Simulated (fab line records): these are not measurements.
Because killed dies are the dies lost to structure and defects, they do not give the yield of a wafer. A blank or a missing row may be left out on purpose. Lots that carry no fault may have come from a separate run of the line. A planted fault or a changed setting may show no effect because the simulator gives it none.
fab line records ; flow n5_finfet ; part 1 of 2: steps 1 to 19 of 24
record lots=5; wafers=15; last_day=16
route steps=1938 shown MOL_CONTACT_COAG@596
lots untouched by any fault: they come from a run of this same line in which no faults occurred
start_h: hours from the record's opening day to when the first of the lot's shown wafers began ; wait_h: how many hours have passed since the lot's step before this one ; " unchanged from the row above ; L1.1+2: a single row standing in for several wafers ; - value missing, or start not given ; * or withheld: withheld ; < > ~ a bound
route shown NAME@n: NAME is a module with steps in the file, n the number in the route of the first one ; usual: average and standard deviation across the fault-free wafers ; same: alike in all rows ; chamber/n: place in a boat ; sites: each site's reading ; _std_site: their standard deviation ; _edge_site: the outer-site mean with the inner-site mean subtracted ; radius_mm: how far each site lies from the wafer's centre ; mask NAME#n: copy n ; behind: tool/chamber where the wafer was last shaped ; hold: why the lot was held/for how many hours/how that ended ; device: whichever transistor did not switch (one of n, p or np) ; end of line: tests run on the same wafers once the route is complete ; a step without rows: its recipe alone ; killed: at the first sort, the dies lost to defects and structure; wafer yield is something else ; map: shows each die of a wafer: x if killed, . if not, _ if none is there
set.NAME: the run value of the setting; set.NAME@STEP: its run value at that earlier step ; model.NAME: the simulator's own value behind a step, which no gauge read
certain route steps with their lots: each step a table, each wafer a row
services: when a tool's chamber went out of use (start_h, in hours from the record's first day, below 0 if earlier), for how many hours, and the reason
## steps
# step N5_MOL_CONTACT_COAG_COAT_34
# recipe resist=CAR-EUV; spin_rpm=1500; resist_thk_nm=40
# usual chill_plate_temp_C=23.02/0.098
lot.wafer;tool;chamber;start_h;wait_h;chill_plate_temp_C
L078.1;litho_track-02;0;-;-;22.95
L078.4;litho_track-02;0;-;-;23.12
L078.6;litho_track-02;0;-;-;23.15
L080.1;litho_track-02;0;-;-;23.11
L080.4;litho_track-02;0;-;-;23.16
L080.5;litho_track-02;0;-;-;22.93
L082.3;litho_track-04;0;-;-;23.00
L082.5;litho_track-04;0;-;-;22.91
L082.6;litho_track-04;0;-;-;23.14
L087.1;litho_track-05;0;-;-;22.98
L087.3;litho_track-05;0;-;-;22.98
L087.4;litho_track-05;0;-;-;22.98
L093.2;litho_track-04;0;-;-;23.02
L093.5;litho_track-04;0;-;-;22.78
L093.6;litho_track-04;0;-;-;23.07
# step N5_MOL_CONTACT_COAG_EBR_36
# recipe solvent=PGMEA; ebr_width_mm=1.5
# usual chill_plate_temp_C=22.99/0.1
lot.wafer;tool;chamber;start_h;wait_h;chill_plate_temp_C
L078.1;litho_track-02;0;-;-;23.21
L078.4;litho_track-02;0;-;-;22.97
L078.6;litho_track-02;0;-;-;23.08
L080.1;litho_track-02;0;-;-;23.08
L080.4;litho_track-02;0;-;-;23.03
L080.5;litho_track-02;0;-;-;22.93
L082.3;litho_track-04;0;-;-;23.11
L082.5;litho_track-04;0;-;-;23.09
L082.6;litho_track-04;0;-;-;23.16
L087.1;litho_track-05;0;-;-;22.97
L087.3;litho_track-05;0;-;-;22.81
L087.4;litho_track-05;0;-;-;22.93
L093.2;litho_track-04;0;-;-;23.02
L093.5;litho_track-04;0;-;-;23.02
L093.6;litho_track-04;0;-;-;23.00
# step N5_MOL_CONTACT_COAG_SOFTBAKE_35
# recipe temp_c=110; time_s=60; resist=CAR-EUV
# usual chill_plate_temp_C=23.00/0.1
lot.wafer;tool;chamber;start_h;wait_h;chill_plate_temp_C
L078.1;litho_track-02;0;-;-;23.01
L078.4;litho_track-02;0;-;-;23.11
L078.6;litho_track-02;0;-;-;23.14
L080.1;litho_track-02;0;-;-;23.01
L080.4;litho_track-02;0;-;-;23.02
L080.5;litho_track-02;0;-;-;23.05
L082.3;litho_track-04;0;-;-;22.92
L082.5;litho_track-04;0;-;-;22.89
L082.6;litho_track-04;0;-;-;22.81
L087.1;litho_track-05;0;-;-;22.93
L087.3;litho_track-05;0;-;-;22.89
L087.4;litho_track-05;0;-;-;22.86
L093.2;litho_track-04;0;-;-;22.98
L093.5;litho_track-04;0;-;-;23.05
L093.6;litho_track-04;0;-;-;23.04
# step N5_MOL_CONTACT_COAG_EXPOSE_37
# recipe mask_id=VD; na=0.33; source_shape=annular; sigma_inner=0.3; sigma_outer=0.7; polarization=unpolarized; defocus_nm=0; dose_mj=62
# usual focus_offset_nm=0.1/0.55
# same na=0.33; sigma_inner=0.3
lot.wafer;tool;chamber;start_h;wait_h;mask;focus_offset_nm
L078.1;euv_scanner-01;0;124.62;-;VD#0;-0.4
L078.4;euv_scanner-01;0;124.62;-;VD#0;-0.3
L078.6;euv_scanner-01;0;124.62;-;VD#0;0.2
L080.1;euv_scanner-02;0;133.76;-;VD#0;0.4
L080.4;euv_scanner-02;0;133.76;-;VD#0;0.9
L080.5;euv_scanner-02;0;133.76;-;VD#0;-0.3
L082.3;euv_scanner-02;0;148.18;-;VD#0;0.2
L082.5;euv_scanner-02;0;148.18;-;VD#0;-0.7
L082.6;euv_scanner-02;0;148.18;-;VD#0;0.1
L087.1;euv_scanner-02;0;179.50;-;VD#0;0.4
L087.3;euv_scanner-02;0;179.50;-;VD#0;-0.3
L087.4;euv_scanner-02;0;179.50;-;VD#0;-0.5
L093.2;euv_scanner-02;0;213.80;-;VD#0;0.1
L093.5;euv_scanner-02;0;213.80;-;VD#0;-0.2
L093.6;euv_scanner-02;0;213.80;-;VD#0;0.0
# step N5_MOL_CONTACT_COAG_PEB_38
# recipe peb_temp_c=100; peb_time_s=60; resist=CAR-EUV
# usual chill_plate_temp_C=23.00/0.11
lot.wafer;tool;chamber;start_h;wait_h;chill_plate_temp_C
L078.1;litho_track-02;0;124.69;0.1;22.92
L078.4;litho_track-02;0;124.69;0.1;23.06
L078.6;litho_track-02;0;124.69;0.1;22.92
L080.1;litho_track-04;0;133.84;0.1;22.92
L080.4;litho_track-04;0;133.84;0.1;22.82
L080.5;litho_track-04;0;133.84;0.1;22.95
L082.3;litho_track-02;0;148.24;0.1;23.05
L082.5;litho_track-02;0;148.24;0.1;23.03
L082.6;litho_track-02;0;148.24;0.1;23.13
L087.1;litho_track-02;0;179.58;0.1;23.03
L087.3;litho_track-02;0;179.58;0.1;22.91
L087.4;litho_track-02;0;179.58;0.1;23.11
L093.2;litho_track-05;0;213.87;0.1;23.04
L093.5;litho_track-05;0;213.87;0.1;22.94
L093.6;litho_track-05;0;213.87;0.1;23.03
# step N5_MOL_CONTACT_COAG_DEVELOP_39
# recipe develop_time_s=30; developer=TMAH; resist=CAR-EUV; rinse_liquid=surfactant_rinse; dry=air_spin; dev_temp_c=23
# usual chill_plate_temp_C=22.98/0.11; developer_temp_C=22.99/0.11
lot.wafer;tool;chamber;start_h;wait_h;chill_plate_temp_C;developer_temp_C
L078.1;litho_track-02;0;-;-;22.91;23.07
L078.4;litho_track-02;0;-;-;22.81;22.87
L078.6;litho_track-02;0;-;-;22.94;23.09
L080.1;litho_track-04;0;-;-;23.05;23.15
L080.4;litho_track-04;0;-;-;23.00;23.12
L080.5;litho_track-04;0;-;-;22.99;23.05
L082.3;litho_track-02;0;-;-;23.10;23.04
L082.5;litho_track-02;0;-;-;23.08;22.98
L082.6;litho_track-02;0;-;-;23.06;22.82
L087.1;litho_track-02;0;-;-;23.09;22.83
L087.3;litho_track-02;0;-;-;22.84;22.87
L087.4;litho_track-02;0;-;-;23.06;22.90
L093.2;litho_track-05;0;-;-;22.97;22.91
L093.5;litho_track-05;0;-;-;22.84;22.87
L093.6;litho_track-05;0;-;-;22.84;23.00
# step N5_MOL_CONTACT_COAG_CD_MEAS_40
# recipe target_cd_nm=25.1; landing_energy_ev=500; detector=se_inlens; polarity=opening
# usual cd_nm=25.19/0.26
lot.wafer;tool;chamber;start_h;wait_h;cd_nm
L078.1;cd_sem-01;0;124.76;-;25.33
L078.4;cd_sem-01;0;124.76;-;25.26
L078.6;cd_sem-01;0;124.76;-;25.33
L080.1;cd_sem-01;0;133.91;-;25.45
L080.4;cd_sem-01;0;133.91;-;25.17
L080.5;cd_sem-01;0;133.91;-;24.97
L082.3;cd_sem-03;0;148.31;-;25.21
L082.5;cd_sem-03;0;148.31;-;25.17
L082.6;cd_sem-03;0;148.31;-;25.19
L087.1;cd_sem-01;0;179.65;-;25.09
L087.3;cd_sem-01;0;179.65;-;24.85
L087.4;cd_sem-01;0;179.65;-;25.54
L093.2;cd_sem-01;0;213.94;-;25.37
L093.5;cd_sem-01;0;213.94;-;25.39
L093.6;cd_sem-01;0;213.94;-;25.12
# step N5_MOL_CONTACT_COAG_OVL_MEAS_41
# recipe points_per_wafer=522
# usual VD_OVL=0.2/0.54
lot.wafer;tool;chamber;start_h;wait_h;VD_OVL[nm]
L078.1;overlay-01;0;124.79;0.0;0.3
L078.4;overlay-01;0;124.79;0.0;0.0
L078.6;overlay-01;0;124.79;0.0;-0.5
L080.1;overlay-02;0;133.94;0.0;-0.3
L080.4;overlay-02;0;133.94;0.0;-0.3
L080.5;overlay-02;0;133.94;0.0;-0.1
L082.3;overlay-01;0;148.35;0.0;-2.0
L082.5;overlay-01;0;148.35;0.0;-0.3
L082.6;overlay-01;0;148.35;0.0;-0.7
L087.1;overlay-02;0;179.68;0.0;-0.5
L087.3;overlay-02;0;179.68;0.0;0.3
L087.4;overlay-02;0;179.68;0.0;0.3
L093.2;overlay-02;0;213.98;0.0;0.7
L093.5;overlay-02;0;213.98;0.0;-0.3
L093.6;overlay-02;0;213.98;0.0;0.8
# step N5_MOL_CONTACT_COAG_INSPECT_42
# recipe mode=adi; inspect_instrument=brightfield
# usual raw_defect_count=209/63
lot.wafer;tool;chamber;start_h;wait_h;raw_defect_count
L078.1;defect_inspect-01;-;124.85;0.1;202
L078.4;defect_inspect-01;-;124.85;0.1;140
L078.6;defect_inspect-01;-;124.85;0.1;156
L080.1;defect_inspect-02;-;134.00;0.1;173
L080.4;defect_inspect-02;-;134.00;0.1;163
L080.5;defect_inspect-02;-;134.00;0.1;186
L082.3;defect_inspect-01;-;148.40;0.0;296
L082.5;defect_inspect-01;-;148.40;0.0;128
L082.6;defect_inspect-01;-;148.40;0.0;261
L087.1;defect_inspect-02;-;179.74;0.1;301
L087.3;defect_inspect-02;-;179.74;0.1;346
L087.4;defect_inspect-02;-;179.74;0.1;167
L093.2;defect_inspect-02;-;214.03;0.0;291
L093.5;defect_inspect-02;-;214.03;0.0;210
L093.6;defect_inspect-02;-;214.03;0.0;202
# step N5_MOL_CONTACT_COAG_DESCUM_45
# recipe chemistry=O2; time_s=7; source_power_w=50; bias_power_w=20; pressure_mtorr=20; rf_frequency_hz=2.712e+07; temp_c=40; resist=CAR-EUV; o2_flow_sccm=225
# usual bias_power_w=20.00/0.055; drypump_motor_current_A=5.7/0.45; oes_product_au=0.81/0.088; rf_vpp_V=243.1/1.3; showerhead_plenum_p_Torr=2.09/0.061; throttle_valve_pct=20.40/0.24
lot.wafer;tool;chamber;start_h;wait_h;bias_power_w;drypump_motor_current_A;oes_product_au;rf_hours_counter_h;rf_vpp_V;showerhead_plenum_p_Torr;throttle_valve_pct
L078.1;rie_diel-03;3;124.88;0.0;20.00;5.6;0.85;80;244.8;2.20;20.35
L078.4;rie_diel-03;0;124.88;0.0;19.91;5.5;0.69;234;240.8;1.98;20.36
L078.6;rie_diel-03;2;124.88;0.0;20.03;5.9;0.92;-;244.0;2.06;20.42
L080.1;rie_diel-01;2;135.05;1.1;20.07;5.8;0.72;210;243.7;2.06;20.77
L080.4;rie_diel-01;0;135.05;1.1;20.02;5.1;0.86;54;240.4;2.06;20.20
L080.5;rie_diel-01;3;135.05;1.1;19.96;5.2;0.90;-;243.4;2.06;20.55
L082.3;rie_diel-01;3;148.43;0.0;19.98;5.2;0.89;39;241.6;2.06;20.54
L082.5;rie_diel-01;1;148.43;0.0;20.03;5.6;0.93;-;241.8;2.12;19.88
L082.6;rie_diel-01;2;148.43;0.0;20.06;5.8;0.72;-;243.8;2.06;20.79
L087.1;rie_diel-03;0;179.78;0.0;19.96;5.5;0.68;246;240.6;1.98;20.35
L087.3;rie_diel-03;3;179.78;0.0;20.08;5.6;0.83;95;244.7;2.19;20.38
L087.4;rie_diel-03;1;179.78;0.0;19.97;6.8;0.93;25;242.4;2.06;20.41
L093.2;rie_diel-05;3;214.06;0.0;19.90;5.6;0.71;203;243.2;2.07;20.51
L093.5;rie_diel-05;2;214.06;0.0;19.93;6.2;0.68;-;244.9;2.13;20.47
L093.6;rie_diel-05;0;214.06;0.0;20.11;5.6;0.81;-;243.8;2.21;20.16
# step N5_MOL_CONTACT_COAG_ETCH_65
# recipe chemistry=N2/H2; target=underlayer; target_depth_a=130; mask_material=CAR-EUV; time_s=10.4; ion_energy_ev=200; pressure_mtorr=30; source_w=840; bias_w=150; n2_flow_sccm=200; h2_flow_sccm=200; ends=cleared
# usual drypump_motor_current_A=5.7/0.45; etch_rf_on_time_s=10.31/0.27; oes_product_au=0.69/0.075; rf_vpp_V=523.7/2.3; showerhead_plenum_p_Torr=2.54/0.081; throttle_valve_pct=17.8/0.32
lot.wafer;tool;chamber;start_h;wait_h;drypump_motor_current_A;etch_rf_on_time_s;oes_product_au;rf_hours_counter_h;rf_vpp_V;showerhead_plenum_p_Torr;throttle_valve_pct
L078.1;rie_diel-03;3;124.92;0.0;5.7;10.31;0.72;80;526.2;2.69;17.9
L078.4;rie_diel-03;0;124.92;0.0;5.5;10.59;0.58;234;519.7;2.40;17.8
L078.6;rie_diel-03;2;124.92;0.0;5.9;10.14;0.79;-;520.9;2.48;17.6
L080.1;rie_diel-01;2;135.08;0.0;5.8;10.54;0.61;210;523.0;2.53;18.4
L080.4;rie_diel-01;0;135.08;0.0;5.1;10.20;0.72;54;522.0;2.48;17.4
L080.5;rie_diel-01;3;135.08;0.0;5.2;10.28;0.75;-;523.4;2.48;17.8
L082.3;rie_diel-01;3;148.46;0.0;5.2;10.20;0.74;39;522.2;2.48;17.8
L082.5;rie_diel-01;1;148.46;0.0;5.5;9.73;0.80;-;524.6;2.59;17.5
L082.6;rie_diel-01;2;148.46;0.0;5.8;10.38;0.61;-;522.1;2.53;18.4
L087.1;rie_diel-03;0;179.82;0.0;5.5;10.51;0.58;246;519.6;2.40;17.9
L087.3;rie_diel-03;3;179.82;0.0;5.7;10.44;0.70;95;527.6;2.68;18.0
L087.4;rie_diel-03;1;179.82;0.0;6.7;10.04;0.79;25;523.4;2.48;17.6
L093.2;rie_diel-05;3;214.10;0.0;5.6;10.39;0.62;203;522.8;2.52;18.0
L093.5;rie_diel-05;2;214.10;0.0;6.2;10.83;0.58;-;525.2;2.63;18.2
L093.6;rie_diel-05;0;214.10;0.0;5.6;10.67;0.68;-;528.3;2.67;17.4
# step N5_MOL_CONTACT_COAG_ETCH_66
# recipe chemistry=CF4; target=SiARC; target_depth_a=130; mask_material=CAR-EUV; time_s=21.7; ion_energy_ev=80; pressure_mtorr=40; source_w=545; bias_w=36; Ar_flow_sccm=100; cf4_flow_sccm=100; ends=cleared
# usual drypump_motor_current_A=5.7/0.45; etch_rf_on_time_s=21.5/0.54; oes_product_au=0.69/0.074; rf_vpp_V=184.0/1.1; showerhead_plenum_p_Torr=2.13/0.06; throttle_valve_pct=15.56/0.29
lot.wafer;tool;chamber;start_h;wait_h;drypump_motor_current_A;etch_rf_on_time_s;oes_product_au;rf_hours_counter_h;rf_vpp_V;showerhead_plenum_p_Torr;throttle_valve_pct
L078.1;rie_diel-03;3;124.94;0.0;5.6;21.8;0.72;80;184.3;2.25;15.56
L078.4;rie_diel-03;0;124.94;0.0;5.5;22.4;0.58;234;182.0;2.03;15.53
L078.6;rie_diel-03;2;124.94;0.0;5.9;21.5;0.78;-;184.8;2.10;15.43
L080.1;rie_diel-01;2;135.10;0.0;5.8;21.9;0.61;210;184.0;2.12;16.02
L080.4;rie_diel-01;0;135.10;0.0;5.1;20.9;0.73;54;183.1;2.10;15.31
L080.5;rie_diel-01;3;135.10;0.0;5.2;21.2;0.75;-;182.1;2.09;15.51
L082.3;rie_diel-01;3;148.48;0.0;5.2;21.4;0.74;39;184.0;2.09;15.52
L082.5;rie_diel-01;1;148.48;0.0;5.5;20.4;0.79;-;183.4;2.18;15.17
L082.6;rie_diel-01;2;148.48;0.0;5.8;21.7;0.60;-;183.6;2.11;16.02
L087.1;rie_diel-03;0;179.84;0.0;5.5;21.9;0.58;246;182.9;2.02;15.56
L087.3;rie_diel-03;3;179.84;0.0;5.6;21.7;0.70;95;186.3;2.25;15.61
L087.4;rie_diel-03;1;179.84;0.0;6.7;21.1;0.78;25;185.9;2.10;15.44
L093.2;rie_diel-05;3;214.12;0.0;5.6;21.5;0.62;203;183.7;2.13;15.77
L093.5;rie_diel-05;2;214.12;0.0;6.2;22.4;0.58;-;184.3;2.18;15.79
L093.6;rie_diel-05;0;214.12;0.0;5.5;22.1;0.69;-;185.5;2.23;15.16
# step N5_MOL_CONTACT_COAG_ALD_133
# recipe material=SiO2; target_thk_a=50; temp_c=100; ald_precursor_family=BDEAS; ald_co_reactant=O2-plasma; pulse_time_s=1; co_reactant_pulse_time_s=1; purge_time_s=2; co_reactant_purge_time_s=2; ald_cycles=35; pressure_torr=2
# usual heater_power_w=80/11; precursor_pulse_height_rel=1.000/0.02
lot.wafer;tool;chamber;start_h;wait_h;heater_power_w;precursor_pulse_height_rel
L078.1;ald_sin-02;0;125.02;0.1;84;1.000
L078.4;ald_sin-02;2;125.02;0.1;86;1.038
L078.6;ald_sin-02;1;125.02;0.1;76;0.976
L080.1;ald_sin-04;1;135.18;0.1;103;0.984
L080.4;ald_sin-04;0;135.18;0.1;82;1.009
L080.5;ald_sin-04;3;135.18;0.1;84;1.016
L082.3;ald_sin-03;1;148.56;0.1;70;0.966
L082.5;ald_sin-03;2;148.56;0.1;89;0.955
L082.6;ald_sin-03;3;148.56;0.1;70;0.966
L087.1;ald_sin-04;1;180.09;0.2;102;1.035
L087.3;ald_sin-04;2;180.09;0.2;64;0.976
L087.4;ald_sin-04;3;180.09;0.2;82;0.990
L093.2;ald_sin-03;1;214.20;0.1;70;0.977
L093.5;ald_sin-03;2;214.20;0.1;89;0.997
L093.6;ald_sin-03;1;214.20;0.1;71;1.017
# step N5_MOL_CONTACT_COAG_ETCHBACK_134
# recipe chemistry=CHF3; target=SiO2; target_depth_a=100; time_s=6.7; ion_energy_ev=200; pressure_mtorr=30; source_w=610; bias_w=170; Ar_flow_sccm=200; CHF3_flow_sccm=50
# usual drypump_motor_current_A=5.7/0.46; oes_product_au=0.81/0.091; rf_vpp_V=529/8.4; showerhead_plenum_p_Torr=2.38/0.07; throttle_valve_pct=18.70/0.28
lot.wafer;tool;chamber;start_h;wait_h;drypump_motor_current_A;oes_product_au;rf_hours_counter_h;rf_vpp_V;showerhead_plenum_p_Torr;throttle_valve_pct
L078.1;rie_diel-03;1;125.26;0.2;6.8;0.96;11;539;2.32;18.46
L078.4;rie_diel-03;2;125.26;0.2;5.9;0.91;18;541;2.33;18.58
L078.6;rie_diel-03;1;125.26;0.2;6.7;0.94;-;540;2.32;18.46
L080.1;rie_diel-05;3;135.40;0.1;5.6;0.74;176;512;2.39;18.86
L080.4;rie_diel-05;0;135.40;0.1;5.5;0.83;51;535;2.49;18.23
L080.5;rie_diel-05;3;135.40;0.1;5.6;0.74;-;513;2.39;18.86
L082.3;rie_diel-03;3;148.74;0.1;5.7;0.85;83;533;2.50;18.70
L082.5;rie_diel-03;1;148.74;0.1;6.7;0.96;-;538;2.32;18.48
L082.6;rie_diel-03;2;148.74;0.1;6.0;0.91;-;542;2.33;18.59
L087.1;rie_diel-03;1;180.40;0.2;6.7;0.92;25;539;2.31;18.50
L087.3;rie_diel-03;3;180.40;0.2;5.6;0.83;96;532;2.50;18.72
L087.4;rie_diel-03;0;180.40;0.2;5.5;0.67;246;520;2.25;18.64
L093.2;rie_diel-03;2;214.38;0.1;5.9;0.86;48;541;2.32;18.61
L093.5;rie_diel-03;1;214.38;0.1;6.7;0.90;-;538;2.31;18.50
L093.6;rie_diel-03;3;214.38;0.1;5.6;0.81;-;534;2.49;18.76
# step N5_MOL_CONTACT_COAG_ETCH_67
# recipe chemistry=N2/H2; target=SOC; target_depth_a=600; overetch_a=210; mask_material=SiARC; temp_c=40; time_s=101.2; ion_energy_ev=200; pressure_mtorr=30; source_w=840; bias_w=150; n2_flow_sccm=200; h2_flow_sccm=200
# usual drypump_motor_current_A=5.8/0.46; oes_product_au=0.67/0.07; rf_vpp_V=523.8/2.4; showerhead_plenum_p_Torr=2.54/0.082; throttle_valve_pct=17.8/0.3
lot.wafer;tool;chamber;start_h;wait_h;drypump_motor_current_A;oes_product_au;rf_hours_counter_h;rf_vpp_V;showerhead_plenum_p_Torr;throttle_valve_pct
L078.1;rie_diel-03;1;125.30;0.0;6.7;0.79;11;523.2;2.49;17.6
L078.4;rie_diel-03;2;125.30;0.0;5.9;0.75;18;522.8;2.48;17.6
L078.6;rie_diel-03;1;125.30;0.0;6.8;0.79;-;522.9;2.49;17.6
L080.1;rie_diel-05;3;135.43;0.0;5.6;0.62;176;523.9;2.53;17.9
L080.4;rie_diel-05;0;135.43;0.0;5.5;0.70;51;527.3;2.68;17.3
L080.5;rie_diel-05;3;135.43;0.0;5.6;0.62;-;524.4;2.53;17.9
L082.3;rie_diel-03;3;148.78;0.0;5.6;0.70;83;527.9;2.69;17.9
L082.5;rie_diel-03;1;148.78;0.0;6.7;0.79;-;522.0;2.48;17.6
L082.6;rie_diel-03;2;148.78;0.0;5.9;0.75;-;522.2;2.48;17.6
L087.1;rie_diel-03;1;180.43;0.0;6.7;0.76;25;522.9;2.48;17.6
L087.3;rie_diel-03;3;180.43;0.0;5.6;0.69;96;526.4;2.68;17.9
L087.4;rie_diel-03;0;180.43;0.0;5.5;0.57;246;519.5;2.40;17.8
L093.2;rie_diel-03;2;214.41;0.0;6.0;0.71;48;522.1;2.47;17.7
L093.5;rie_diel-03;1;214.41;0.0;6.7;0.74;-;522.6;2.47;17.6
L093.6;rie_diel-03;3;214.41;0.0;5.6;0.68;-;528.3;2.68;17.9
# step N5_MOL_CONTACT_COAG_STRIP_68
# recipe chemistry=N2/H2; temp_c=40; n2_flow_sccm=200; h2_flow_sccm=200; rf_frequency_hz=6e+07
lot.wafer;tool;chamber;start_h;wait_h
L078.1+4+6;rie_diel-03;1,2,1;125.37;0.0
L080.1+4+5;rie_diel-05;3,0,3;135.50;0.0
L082.3+5+6;rie_diel-03;3,1,2;148.85;0.0
L087.1+3+4;rie_diel-03;1,3,0;180.50;0.0
L093.2+5+6;rie_diel-03;2,1,3;214.48;0.0
# step N5_MOL_CONTACT_COAG_STRIP_69
# recipe chemistry=N2/H2; temp_c=40; n2_flow_sccm=200; h2_flow_sccm=200; rf_frequency_hz=6e+07
lot.wafer;tool;chamber;start_h;wait_h
L078.1+4+6;rie_diel-03;1,2,1;125.38;0.0
L080.1+4+5;rie_diel-05;3,0,3;135.51;0.0
L082.3+5+6;rie_diel-03;3,1,2;148.86;0.0
L087.1+3+4;rie_diel-03;1,3,0;180.51;0.0
L093.2+5+6;rie_diel-03;2,1,3;214.49;0.0
# step N5_MOL_CONTACT_COAG_ETCHBACK_136
# recipe chemistry=CHF3; target=SiO2; target_depth_a=250; time_s=16.7; ion_energy_ev=200; pressure_mtorr=30; source_w=610; bias_w=170; Ar_flow_sccm=200; CHF3_flow_sccm=50
# usual drypump_motor_current_A=5.7/0.46; oes_product_au=0.81/0.09; rf_vpp_V=529/8.4; showerhead_plenum_p_Torr=2.37/0.07; throttle_valve_pct=18.70/0.28
lot.wafer;tool;chamber;start_h;wait_h;drypump_motor_current_A;oes_product_au;rf_hours_counter_h;rf_vpp_V;showerhead_plenum_p_Torr;throttle_valve_pct
L078.1;rie_diel-03;1;125.39;0.0;6.7;0.95;11;540;2.32;18.45
L078.4;rie_diel-03;2;125.39;0.0;5.9;0.92;18;542;2.33;18.56
L078.6;rie_diel-03;1;125.39;0.0;6.8;0.95;-;538;2.32;18.46
L080.1;rie_diel-05;3;135.52;0.0;5.6;0.73;176;513;2.39;18.88
L080.4;rie_diel-05;0;135.52;0.0;5.6;0.83;51;533;2.49;18.24
L080.5;rie_diel-05;3;135.52;0.0;5.6;0.73;-;512;2.39;18.84
L082.3;rie_diel-03;3;148.87;0.0;5.6;0.84;83;534;2.50;18.70
L082.5;rie_diel-03;1;148.87;0.0;6.8;0.95;-;540;2.32;18.47
L082.6;rie_diel-03;2;148.87;0.0;5.9;0.91;-;541;2.33;18.58
L087.1;rie_diel-03;1;180.52;0.0;6.7;0.92;25;540;2.32;18.48
L087.3;rie_diel-03;3;180.52;0.0;5.6;0.83;96;534;2.50;18.72
L087.4;rie_diel-03;0;180.52;0.0;5.5;0.68;246;520;2.25;18.64
L093.2;rie_diel-03;2;214.50;0.0;5.9;0.86;48;540;2.32;18.63
L093.5;rie_diel-03;1;214.50;0.0;6.7;0.90;-;538;2.31;18.52
L093.6;rie_diel-03;3;214.50;0.0;5.6;0.82;-;533;2.49;18.76
# step N5_MOL_CONTACT_COAG_STRIP_120
# recipe chemistry=CHF3; resist=SiARC; rf_frequency_hz=6e+07
lot.wafer;tool;chamber;start_h;wait_h
L078.1+4+6;rie_diel-03;1,2,1;125.41;0.0
L080.1+4+5;rie_diel-05;3,0,3;135.55;0.0
L082.3+5+6;rie_diel-03;3,1,2;148.89;0.0
L087.1+3+4;rie_diel-03;1,3,0;180.55;0.0
L093.2+5+6;rie_diel-03;2,1,3;214.52;0.0
